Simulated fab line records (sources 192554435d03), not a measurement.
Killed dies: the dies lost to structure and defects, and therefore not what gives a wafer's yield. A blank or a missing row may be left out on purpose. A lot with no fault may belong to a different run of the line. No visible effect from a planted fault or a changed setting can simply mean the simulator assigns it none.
fab line records	flow n5_finfet
record: lots: 7	wafers: 21
route steps=1938 shown BEOL_M2@851 BEOL_M3@974 BEOL_M4@1064 BEOL_M5@1154
start_h: the number of hours between the record's first day and the start of the first shown wafer of the lot	wait_h: time in hours since the lot's previous step	" unchanged from the row above	L1.1+2: a row that stands for several wafers	- no value, or no start was given	* or withheld: withheld	< > ~ a bound
route shown NAME@n: a module of which the file shows steps, and the number in the route of the first	usual: the fault-free wafers' mean and standard deviation	same: alike in all rows	chamber/n: place in a boat	sites: the reading at each site	_std_site: standard deviation of those values	_edge_site: the outer-site mean with the inner-site mean subtracted	radius_mm: how far each site lies from the wafer's centre	mask NAME#n: copy n	behind: tool/chamber where the wafer was last shaped	hold: why the lot went on hold/how many hours it stayed there/how the hold came to an end	device: transistor that didn't switch, given as n, p or np	end of line: tests of these same wafers at the route's end	where a step has no rows: the recipe by itself	killed: dies lost to structure and defects at the first sort, not the wafer's yield	map: per-die view of a wafer (x killed, . not killed, _ where there is no die)
set.NAME: setting as actually run; set.NAME@STEP: the setting as run at that earlier step	model.NAME: the simulator's own value behind a step, which no gauge read
one table per step and one row per wafer, for lots whose settings were changed on purpose
== steps ==
step: N5_BEOL_M2_EXPOSE_08
recipe: mask_id: M2	na: 0.33	source_shape: dipole	sigma_inner: 0.369	sigma_outer: 0.767	polarization: unpolarized	dose_mj: 41.25
lot.wafer	tool	chamber	start_h	wait_h	mask	set.dose_mj
L079.2+4	euv_scanner-02	0	196.24	-	M2#0	43.62
L079.5	"	0	"	"	M2#0	41.25
L082.2+4	euv_scanner-02	0	229.01	-	M2#0	41.25
L082.5	"	0	"	"	M2#0	38.92
L084.1+6	euv_scanner-02	0	230.32	-	M2#0	41.25
L084.4	"	0	"	"	M2#0	43.44
L080.1+2+6	euv_scanner-02	0	236.50	-	M2#0	41.25
L092.1+2+5	euv_scanner-01	0	271.40	-	M2#0	41.25
L091.1	euv_scanner-01	0	272.51	-	M2#0	41.25
L091.3+4	"	0	"	"	M2#0	43.52
L097.2+6	euv_scanner-01	0	279.45	-	M2#0	44.03
L097.5	"	0	"	"	M2#0	41.25
step: N5_BEOL_M2_PEB_09
recipe: peb_temp_c: 100	peb_time_s: 60	resist: CAR-EUV
step: N5_BEOL_M2_DEVELOP_10
recipe: develop_time_s: 30	developer: TMAH	resist: CAR-EUV	rinse_liquid: surfactant_rinse	dry: air_spin	dev_temp_c: 23
step: N5_BEOL_M2_CD_MEAS_11
recipe: target_cd_nm: 16.79	landing_energy_ev: 500	detector: se_inlens	polarity: opening
usual: cd_nm: 16.75/0.24
lot.wafer	tool	chamber	start_h	wait_h	set.dose_mj@BEOL_M2_EXPOSE_08	cd_nm
L079.2	cd_sem-02	0	196.36	-	43.62	18.05
L079.4	"	0	"	"	43.62	18.03
L079.5	"	0	"	"	41.25	16.71
L082.2	cd_sem-01	0	229.14	-	41.25	16.70
L082.4	"	0	"	"	41.25	16.80
L082.5	"	0	"	"	38.92	15.51
L084.1	cd_sem-01	0	230.46	-	41.25	16.39
L084.4	"	0	"	"	43.44	17.75
L084.6	"	0	"	"	41.25	16.68
L080.1	cd_sem-03	0	236.63	-	41.25	16.59
L080.2	"	0	"	"	41.25	16.90
L080.6	"	0	"	"	41.25	17.17
L092.1	cd_sem-01	0	271.53	-	41.25	16.66
L092.2	"	0	"	"	41.25	16.72
L092.5	"	0	"	"	41.25	16.86
L091.1	cd_sem-02	0	272.64	-	41.25	16.71
L091.3	"	0	"	"	43.52	17.81
L091.4	"	0	"	"	43.52	17.88
L097.2	cd_sem-03	0	279.58	-	44.03	17.97
L097.5	"	0	"	"	41.25	16.71
L097.6	"	0	"	"	44.03	17.89
step: N5_BEOL_M2_DESCUM_16
recipe: chemistry: O2	time_s: 7	source_power_w: 50	bias_power_w: 20	pressure_mtorr: 20	rf_frequency_hz: 2.712e+07	temp_c: 40	resist: CAR-EUV	o2_flow_sccm: 225
step: N5_BEOL_M2_ETCH_74
recipe: chemistry: N2/H2	target: underlayer	target_depth_a: 65	mask_material: CAR-EUV	time_s: 5.2	ion_energy_ev: 200	pressure_mtorr: 30	source_w: 840	bias_w: 150	n2_flow_sccm: 200	h2_flow_sccm: 200	ends: cleared
lot.wafer	tool	chamber	start_h	wait_h	set.dose_mj@BEOL_M2_EXPOSE_08	model.BEOL_M2.cd_offset_nm
L079.2	rie_diel-01	1	196.52	0.0	43.62	0.8
L079.4	"	3	"	"	43.62	1.2
L079.5	"	2	"	"	41.25	0
L082.2	rie_diel-03	2	229.29	0.0	41.25	-0.2
L082.4	"	1	"	"	41.25	0.2
L082.5	"	3	"	"	38.92	-1.2
L084.1+6	rie_diel-01	0,2	230.61	0.0	41.25	0
L084.4	"	0	"	"	43.44	1.2
L080.1+2	rie_diel-04	2,3	237.00	0.0	41.25	-0.2
L080.6	"	2	"	"	41.25	0
L092.1	rie_diel-04	0	272.31	0.0	41.25	-0.2
L092.2+5	"	3,0	"	"	41.25	0
L091.1	rie_diel-01	2	273.25	0.0	41.25	0
L091.3+4	"	3,0	"	"	43.52	1
L097.2	rie_diel-04	1	279.91	0.0	44.03	1.2
L097.5	"	1	"	"	41.25	-0.2
L097.6	"	3	"	"	44.03	1
step: N5_BEOL_M2_ETCH_63
recipe: chemistry: CF4	target: SiARC	target_depth_a: 156	mask_material: CAR-EUV	time_s: 26	ion_energy_ev: 80	pressure_mtorr: 40	source_w: 545	bias_w: 36	Ar_flow_sccm: 100	cf4_flow_sccm: 100	ends: cleared
lot.wafer	tool	chamber	start_h	wait_h	set.dose_mj@BEOL_M2_EXPOSE_08	model.BEOL_M2.cd_offset_nm
L079.2	rie_diel-01	1	196.53	0.0	43.62	1
L079.4	"	3	"	"	43.62	1.2
L079.5	"	2	"	"	41.25	0
L082.2	rie_diel-03	2	229.31	0.0	41.25	-0.2
L082.4	"	1	"	"	41.25	0.4
L082.5	"	3	"	"	38.92	-1
L084.1	rie_diel-01	0	230.63	0.0	41.25	-0.2
L084.4	"	0	"	"	43.44	1
L084.6	"	2	"	"	41.25	0
L080.1+6	rie_diel-04	2	237.02	0.0	41.25	0
L080.2	"	3	"	"	41.25	-0.2
L092.1+2	rie_diel-04	0,3	272.32	0.0	41.25	-0.2
L092.5	"	0	"	"	41.25	0
L091.1	rie_diel-01	2	273.27	0.0	41.25	0
L091.3	"	3	"	"	43.52	0.8
L091.4	"	0	"	"	43.52	1
L097.2	rie_diel-04	1	279.93	0.0	44.03	1.2
L097.5	"	1	"	"	41.25	-0.2
L097.6	"	3	"	"	44.03	0.8
step: N5_BEOL_M2_ETCH_64
recipe: chemistry: N2/H2	target: SOC	target_depth_a: 750	overetch_a: 225	mask_material: SiARC	temp_c: 40	time_s: 121.9	ion_energy_ev: 200	pressure_mtorr: 30	source_w: 840	bias_w: 150	n2_flow_sccm: 200	h2_flow_sccm: 200
lot.wafer	tool	chamber	start_h	wait_h	set.dose_mj@BEOL_M2_EXPOSE_08	model.BEOL_M2.cd_offset_nm
L079.2	rie_diel-01	1	196.56	0.0	43.62	0.8
L079.4	"	3	"	"	43.62	1.2
L079.5	"	2	"	"	41.25	0.2
L082.2	rie_diel-03	2	229.34	0.0	41.25	-0.2
L082.4	"	1	"	"	41.25	0.4
L082.5	"	3	"	"	38.92	-1
L084.1	rie_diel-01	0	230.66	0.0	41.25	-0.2
L084.4	"	0	"	"	43.44	1
L084.6	"	2	"	"	41.25	0
L080.1+2	rie_diel-04	2,3	237.05	0.0	41.25	-0.2
L080.6	"	2	"	"	41.25	0
L092.1	rie_diel-04	0	272.35	0.0	41.25	-0.2
L092.2+5	"	3,0	"	"	41.25	0
L091.1	rie_diel-01	2	273.29	0.0	41.25	0.2
L091.3	"	3	"	"	43.52	0.8
L091.4	"	0	"	"	43.52	1
L097.2	rie_diel-04	1	279.97	0.0	44.03	1.2
L097.5	"	1	"	"	41.25	-0.2
L097.6	"	3	"	"	44.03	1
step: N5_BEOL_M2_STRIP_65
recipe: chemistry: N2/H2	temp_c: 40	n2_flow_sccm: 200	h2_flow_sccm: 200	rf_frequency_hz: 6e+07
step: N5_BEOL_M2_STRIP_75
recipe: chemistry: N2/H2	temp_c: 40	n2_flow_sccm: 200	h2_flow_sccm: 200	rf_frequency_hz: 6e+07
step: N5_BEOL_M2_HM_OPEN_17
recipe: chemistry: Cl2/BCl3	target_depth_a: 200	overetch_a: 60	target: TiN	mask_material: SOC	ion_energy_ev: 150	pressure_mtorr: 10	icp_w: 1000	bias_w: 126	Cl2_flow_sccm: 53.25	bcl3_flow_sccm: 21.75	Ar_flow_sccm: 25
step: N5_BEOL_M2_STRIP_19
recipe: chemistry: O2	power_w: 400	temp_c: 40	pressure_mtorr: 30	rf_frequency_hz: 6e+07	bias_power_w: 0	overash_fraction: 0.2	o2_flow_sccm: 225
step: N5_BEOL_M2_CD_MEAS_18
recipe: pitch_nm: 36	target_cd_nm: 18
usual: cd_nm: 18.01/0.3
lot.wafer	tool	chamber	start_h	wait_h	set.dose_mj@BEOL_M2_EXPOSE_08	cd_nm
L079.2	cd_sem-02	-	196.92	0.1	43.62	19.21
L079.4	"	-	"	"	43.62	19.14
L079.5	"	-	"	"	41.25	18.07
L082.2	cd_sem-02	-	229.78	0.1	41.25	17.60
L082.4	"	-	"	"	41.25	18.43
L082.5	"	-	"	"	38.92	16.83
L084.1	cd_sem-02	-	231.01	0.0	41.25	17.70
L084.4	"	-	"	"	43.44	19.04
L084.6	"	-	"	"	41.25	18.29
L080.1	cd_sem-01	-	237.44	0.0	41.25	18.16
L080.2	"	-	"	"	41.25	17.60
L080.6	"	-	"	"	41.25	18.46
L092.1	cd_sem-03	-	272.75	0.0	41.25	17.97
L092.2	"	-	"	"	41.25	18.20
L092.5	"	-	"	"	41.25	18.14
L091.1	cd_sem-01	-	273.67	0.0	41.25	18.20
L091.3	"	-	"	"	43.52	19.02
L091.4	"	-	"	"	43.52	18.66
L097.2	cd_sem-03	-	280.41	0.1	44.03	19.78
L097.5	"	-	"	"	41.25	18.09
L097.6	"	-	"	"	44.03	19.50
step: N5_BEOL_M2_TRENCH_ETCH_37
recipe: chemistry: C4F6/O2	target_depth_a: 555.55	target: SiOC	time_s: 29.2	ion_energy_ev: 250	pressure_mtorr: 30	source_w: 355	bias_w: 185	Ar_flow_sccm: 300	C4F6_flow_sccm: 10	O2_flow_sccm: 10
usual: rf_vpp_V: 663/7.2
lot.wafer	tool	chamber	start_h	wait_h	set.bias_w	rf_vpp_V	model.BEOL_M2.feature_depth_nm	model.etch.depth_nm
L079.2	rie_diel-04	2	-	-	185	666	53.6	53.56
L079.4	"	2	"	"	185	666	54	53.93
L079.5	"	0	"	"	185	671	55.8	55.89
L082.2	rie_diel-03	0	-	-	217.8	762	58.2	58.29
L082.4	"	3	"	"	217.8	755	57.4	57.41
L082.5	"	2	"	"	185	675	54.4	54.38
L084.1	rie_diel-04	0	-	-	185	669	55.6	55.52
L084.4	"	1	"	"	185	667	55.2	55.21
L084.6	"	0	"	"	185	669	55.6	55.59
L080.1	rie_diel-01	2	-	-	185	656	55.2	55.11
L080.2	"	1	"	"	185	658	56.2	56.11
L080.6	"	2	"	"	185	655	54.6	54.51
L092.1	rie_diel-03	1	-	-	185	659	55.4	55.46
L092.2	"	2	"	"	211	748	59.8	59.75
L092.5	"	3	"	"	185	664	54.2	54.25
L091.1	rie_diel-01	3	-	-	185	672	55.2	55.27
L091.3	"	2	"	"	185	655	54.6	54.52
L091.4	"	1	"	"	185	657	55.8	55.89
L097.2	rie_diel-01	1	-	-	185	657	56.6	56.63
L097.5	"	0	"	"	185	653	55.4	55.45
L097.6	"	3	"	"	158.5	595	52.8	52.8
step: N5_BEOL_M2_ETCH_41
recipe: chemistry: CH3F/O2	target: SiCN	target_depth_a: 299	taper_deg: 2	time_s: 52.5	ion_energy_ev: 120	mask_material: TiN	pressure_mtorr: 30	source_w: 395	bias_w: 75	Ar_flow_sccm: 150	CH3F_flow_sccm: 30	O2_flow_sccm: 20
step: N5_BEOL_M2_STRIP_97
recipe: chemistry: N2/H2	time_s: 10	power_w: 450	temp_c: 40	pressure_mtorr: 20	rf_frequency_hz: 6e+07	bias_power_w: 7	n2_flow_sccm: 200	h2_flow_sccm: 200
step: N5_BEOL_M2_ECD_50
recipe: material: Cu	target_thk_a: 3000
step: N5_BEOL_M2_ANNEAL_51
recipe: temp_c: 225	time_s: 90	ambient: N2
step: N5_BEOL_M2_CMP_52
recipe: stop_on: SiOC	t_overpolish_s: 6.8	down_force_psi: 1	platen_rpm: 50	clearing_platen_down_force_psi: 1.5	clearing_platen_rpm: 50	post_cmp_clean: cu_alkaline	target_thk_nm: 40	clearing_platen_pad_velocity_m_s: 0.99484	pad_velocity_m_s: 0.99484
lot.wafer	tool	chamber	start_h	wait_h	set.bias_w@BEOL_M2_TRENCH_ETCH_37	model.Cu_of_BEOL_M2_ECD_50.thk_nm
L079.2	cmp-03	3	212.72	0.2	185	39
L079.4	"	0	"	"	185	38.2
L079.5	"	3	"	"	185	40.2
L082.4	cmp-03	3	239.80	0.1	217.8	42.2
L082.2	"	0	"	"	217.8	43
L082.5	"	0	"	"	185	38.6
L084.4	cmp-01	2	241.45	0.1	185	40.2
L084.1	"	3	"	"	185	39.6
L084.6	"	2	"	"	185	41.2
L080.2+1+6	cmp-03	2,1,3	251.30	0.2	185	40.6
L092.2	cmp-01	0	283.95	0.2	211	44.4
L092.1	"	3	"	"	185	40.8
L092.5	"	0	"	"	185	39
L091.4+3	cmp-04	0,3	286.50	0.1	185	41.6
L091.1	"	2	"	"	185	41.2
L097.2	cmp-01	0	292.49	0.3	185	41
L097.6	"	2	"	"	158.5	36.8
L097.5	"	3	"	"	185	40.2
step: N5_BEOL_M3_ETCH_70
recipe: chemistry: N2/H2	target: SOC	target_depth_a: 800	overetch_a: 160	mask_material: SiARC	temp_c: 40	time_s: 120	ion_energy_ev: 200	pressure_mtorr: 30	source_w: 840	bias_w: 150	n2_flow_sccm: 200	h2_flow_sccm: 200
usual: rf_vpp_V: 523.2/3
lot.wafer	tool	chamber	start_h	wait_h	set.source_w	rf_vpp_V	model.SiARC_of_BEOL_M3_COAT_68.thk_nm
L079.2	rie_diel-02	0	248.23	0.0	794.2	535.0	6.4
L079.4	"	1	"	"	840	525.0	6.4
L079.5	"	0	"	"	794.2	536.5	6.4
L084.1	rie_diel-02	1	262.50	0.0	955.9	503.3	5.8
L084.4	"	0	"	"	840	526.2	6.2
L084.6	"	1	"	"	840	524.6	6.2
L082.2	rie_diel-06	2	267.14	0.0	840	518.4	6.4
L082.4	"	1	"	"	840	521.9	6.4
L082.5	"	1	"	"	767.3	537.9	6.6
L080.1	rie_diel-06	1	271.70	0.0	840	524.2	6.4
L080.2	"	0	"	"	840	519.0	6.4
L080.6	"	1	"	"	840	523.0	6.4
L092.1	rie_diel-05	3	302.68	0.0	840	526.2	6.2
L092.2	"	0	"	"	893.5	511.7	6.2
L092.5	"	1	"	"	840	524.9	6.4
L091.1	rie_diel-06	1	309.06	0.0	840	522.1	6.4
L091.3	"	0	"	"	699.7	553.7	7
L091.4	"	3	"	"	699.7	555.1	7
L097.2	rie_diel-05	0	320.08	0.0	840	523.1	6.2
L097.5	"	1	"	"	840	523.7	6.4
L097.6	"	2	"	"	840	520.4	6.4
step: N5_BEOL_M3_ETCH_41
recipe: chemistry: CH3F/O2	target: SiCN	target_depth_a: 299	taper_deg: 2	time_s: 52.5	ion_energy_ev: 120	mask_material: TiN	pressure_mtorr: 30	source_w: 395	bias_w: 75	Ar_flow_sccm: 150	CH3F_flow_sccm: 30	O2_flow_sccm: 20
lot.wafer	tool	chamber	start_h	wait_h	set.target_depth_a	model.etch.depth_nm
L079.2	rie_diel-02	0	-	-	299	19.67
L079.4	"	1	"	"	299	19.91
L079.5	"	0	"	"	299	19.76
L084.1	rie_diel-02	1	-	-	299	20.24
L084.4	"	0	"	"	299	19.99
L084.6	"	1	"	"	299	20.22
L082.2	rie_diel-06	2	-	-	299	19.43
L082.4	"	1	"	"	271.7	18.24
L082.5	"	1	"	"	299	19.87
L080.1	rie_diel-06	1	-	-	299	20.07
L080.2	"	0	"	"	299	19.68
L080.6	"	1	"	"	299	20.01
L092.1	rie_diel-05	3	-	-	299	20.23
L092.2	"	0	"	"	322.5	21.59
L092.5	"	1	"	"	322.5	21.6
L091.1	rie_diel-06	1	-	-	299	20.19
L091.3	"	0	"	"	299	19.5
L091.4	"	3	"	"	299	19.52
L097.2	rie_diel-05	0	-	-	312	21.03
L097.5	"	1	"	"	299	20
L097.6	"	2	"	"	312	20.78
step: N5_BEOL_M4_ETCH_70
recipe: chemistry: N2/H2	target: SOC	target_depth_a: 800	overetch_a: 240	mask_material: SiARC	temp_c: 40	time_s: 130	ion_energy_ev: 200	pressure_mtorr: 30	source_w: 840	bias_w: 150	n2_flow_sccm: 200	h2_flow_sccm: 200
usual: rf_vpp_V: 524.2/2.2
lot.wafer	tool	chamber	start_h	wait_h	set.bias_w	rf_vpp_V	model.SiARC_of_BEOL_M4_COAT_68.thk_nm
L079.2	rie_diel-03	1	258.30	0.0	150	525.8	5.8
L079.4	"	0	"	"	170	566.7	5
L079.5	"	3	"	"	170	565.4	5.2
L084.1	rie_diel-01	1	278.03	0.0	150	522.7	5.8
L084.4	"	3	"	"	134.9	489.3	6.6
L084.6	"	2	"	"	150	525.6	6
L082.2	rie_diel-04	1	282.97	0.0	130.9	480.7	6.8
L082.4	"	3	"	"	150	525.6	6
L082.5	"	1	"	"	130.9	480.3	6.8
L080.1	rie_diel-03	3	286.27	0.0	150	522.2	6
L080.2	"	0	"	"	150	521.5	5.8
L080.6	"	3	"	"	150	522.8	6
L092.1	rie_diel-04	0	320.01	0.0	158.4	537.2	5.4
L092.2	"	2	"	"	150	527.1	5.8
L092.5	"	1	"	"	150	523.2	5.8
L091.1	rie_diel-04	3	337.58	0.0	150	525.2	5.8
L091.3	"	2	"	"	150	528.4	5.8
L091.4	"	2	"	"	150	527.8	5.8
L097.2	rie_diel-03	3	358.49	0.0	133.8	487.0	6.8
L097.5	"	2	"	"	133.8	488.0	6.6
L097.6	"	3	"	"	150	522.1	6
step: N5_BEOL_M4_TRENCH_ETCH_37
recipe: chemistry: C4F6/O2	target_depth_a: 555.55	target: SiOC	time_s: 29.2	ion_energy_ev: 250	pressure_mtorr: 30	source_w: 355	bias_w: 185	Ar_flow_sccm: 300	C4F6_flow_sccm: 10	O2_flow_sccm: 10
usual: rf_vpp_V: 665/7.1
lot.wafer	tool	chamber	start_h	wait_h	set.bias_w	rf_vpp_V
L079.2	rie_diel-03	1	-	-	185	658
L079.4	"	0	"	"	194.8	695
L079.5	"	3	"	"	194.8	693
L084.1	rie_diel-01	1	-	-	203.3	709
L084.4	"	3	"	"	203.3	723
L084.6	"	2	"	"	185	655
L082.2	rie_diel-04	1	-	-	157	587
L082.4	"	3	"	"	185	659
L082.5	"	1	"	"	185	668
L080.1	rie_diel-03	3	-	-	185	665
L080.2	"	0	"	"	185	668
L080.6	"	3	"	"	185	662
L092.1	rie_diel-04	0	-	-	185	669
L092.2	"	2	"	"	163.1	611
L092.5	"	1	"	"	163.1	605
L091.1	rie_diel-04	3	-	-	207.8	723
L091.3	"	2	"	"	207.8	740
L091.4	"	2	"	"	185	675
L097.2	rie_diel-03	3	-	-	185	662
L097.5	"	2	"	"	185	674
L097.6	"	3	"	"	185	662
step: N5_BEOL_M5_ETCH_68
recipe: chemistry: N2/H2	target: SOC	target_depth_a: 800	overetch_a: 160	mask_material: SiARC	temp_c: 40	time_s: 120	ion_energy_ev: 200	pressure_mtorr: 30	source_w: 840	bias_w: 150	n2_flow_sccm: 200	h2_flow_sccm: 200
lot.wafer	tool	chamber	start_h	wait_h	set.time_s	model.SiARC_of_BEOL_M5_COAT_66.thk_nm
L079.2+4+5	rie_diel-02	2,3,1	275.33	0.0	120	6.4
L084.1	rie_diel-02	3	288.55	0.0	120	6.4
L084.4+6	"	2,0	"	"	112.4	6.6
L082.2	rie_diel-02	3	295.99	0.0	120	6.4
L082.4+5	"	2	"	"	94.71	7.6
L080.1+2	rie_diel-06	1,2	302.68	0.0	120	6.4
L080.6	"	0	"	"	120	6.6
L092.1	rie_diel-06	2	331.69	0.0	120	6.2
L092.2+5	"	1	"	"	120	6.4
L091.1+3	rie_diel-06	2,3	347.06	0.0	120	6.2
L091.4	"	0	"	"	102.3	7.2
L097.2+5+6	rie_diel-05	2,2,1	370.06	0.0	145.1	5.4
step: N5_BEOL_M5_ETCH_41
recipe: chemistry: CH3F/O2	target: SiCN	target_depth_a: 315	taper_deg: 2	time_s: 56.7	ion_energy_ev: 120	mask_material: TiN	pressure_mtorr: 30	source_w: 395	bias_w: 75	Ar_flow_sccm: 150	CH3F_flow_sccm: 30	O2_flow_sccm: 20
usual: rf_vpp_V: 296.8/1.8
lot.wafer	tool	chamber	start_h	wait_h	set.source_w	rf_vpp_V	model.etch.depth_nm
L079.2	rie_diel-02	2	-	-	395	297.3	21.68
L079.4	"	3	"	"	395	296.1	21.96
L079.5	"	1	"	"	395	299.1	21.9
L084.1	rie_diel-02	3	-	-	395	293.1	21.49
L084.4	"	2	"	"	432.5	289.1	22.14
L084.6	"	0	"	"	395	300.0	21.16
L082.2	rie_diel-02	3	-	-	395	293.1	21.84
L082.4	"	2	"	"	395	298.3	21.32
L082.5	"	2	"	"	347.8	311.7	20.51
L080.1	rie_diel-06	1	-	-	395	296.4	21.58
L080.2	"	2	"	"	395	294.6	20.83
L080.6	"	0	"	"	395	294.6	21.05
L092.1	rie_diel-06	2	-	-	348.9	313.3	20.52
L092.2	"	1	"	"	395	296.0	21.39
L092.5	"	1	"	"	395	296.8	21.56
L091.1	rie_diel-06	2	-	-	457.8	284.3	22.77
L091.3	"	3	"	"	457.8	282.8	22.88
L091.4	"	0	"	"	395	292.9	21.14
L097.2	rie_diel-05	2	-	-	395	296.1	21.24
L097.5	"	2	"	"	395	296.9	21.29
L097.6	"	1	"	"	395	298.2	21.49
== key ==
split: step: N5_BEOL_M2_EXPOSE_08	setting: dose_mj	stated: 41.25	by: wafer
response: step: N5_BEOL_M2_CD_MEAS_11	reading: cd_nm	change: +0.211	per: 1%	r: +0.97
response: step: N5_BEOL_M2_ETCH_74	reading: model.BEOL_M2.cd_offset_nm	change: +0.196	per: 1%	r: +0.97
response: step: N5_BEOL_M2_ETCH_63	reading: model.BEOL_M2.cd_offset_nm	change: +0.186	per: 1%	r: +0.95
response: step: N5_BEOL_M2_ETCH_64	reading: model.BEOL_M2.cd_offset_nm	change: +0.173	per: 1%	r: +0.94
response: step: N5_BEOL_M2_CD_MEAS_18	reading: cd_nm	change: +0.193	per: 1%	r: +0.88
split: step: N5_BEOL_M2_TRENCH_ETCH_37	setting: bias_w	stated: 185	by: wafer
response: step: N5_BEOL_M2_TRENCH_ETCH_37	reading: rf_vpp_V	change: +4.97	per: 1%	r: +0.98
response: step: N5_BEOL_M2_TRENCH_ETCH_37	reading: model.BEOL_M2.feature_depth_nm	change: +0.246	per: 1%	r: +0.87
response: step: N5_BEOL_M2_TRENCH_ETCH_37	reading: model.etch.depth_nm	change: +0.247	per: 1%	r: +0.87
response: step: N5_BEOL_M2_CMP_52	reading: model.Cu_of_BEOL_M2_ECD_50.thk_nm	change: +0.263	per: 1%	r: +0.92
split: step: N5_BEOL_M3_ETCH_70	setting: source_w	stated: 840	by: wafer
response: step: N5_BEOL_M3_ETCH_70	reading: rf_vpp_V	change: -1.86	per: 1%	r: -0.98
response: step: N5_BEOL_M3_ETCH_70	reading: model.SiARC_of_BEOL_M3_COAT_68.thk_nm	change: -0.0291	per: 1%	r: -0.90
split: step: N5_BEOL_M3_ETCH_41	setting: target_depth_a	stated: 299	by: wafer
response: step: N5_BEOL_M3_ETCH_41	reading: model.etch.depth_nm	change: +0.168	per: 1%	r: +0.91
split: step: N5_BEOL_M4_ETCH_70	setting: bias_w	stated: 150	by: wafer
response: step: N5_BEOL_M4_ETCH_70	reading: rf_vpp_V	change: +3.23	per: 1%	r: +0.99
response: step: N5_BEOL_M4_ETCH_70	reading: model.SiARC_of_BEOL_M4_COAT_68.thk_nm	change: -0.0617	per: 1%	r: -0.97
split: step: N5_BEOL_M4_TRENCH_ETCH_37	setting: bias_w	stated: 185	by: wafer
response: step: N5_BEOL_M4_TRENCH_ETCH_37	reading: rf_vpp_V	change: +5.17	per: 1%	r: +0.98
split: step: N5_BEOL_M5_ETCH_68	setting: time_s	stated: 120	by: wafer
response: step: N5_BEOL_M5_ETCH_68	reading: model.SiARC_of_BEOL_M5_COAT_66.thk_nm	change: -0.0589	per: 1%	r: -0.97
split: step: N5_BEOL_M5_ETCH_41	setting: source_w	stated: 395	by: wafer
response: step: N5_BEOL_M5_ETCH_41	reading: rf_vpp_V	change: -0.976	per: 1%	r: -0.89
response: step: N5_BEOL_M5_ETCH_41	reading: model.etch.depth_nm	change: +0.0937	per: 1%	r: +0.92
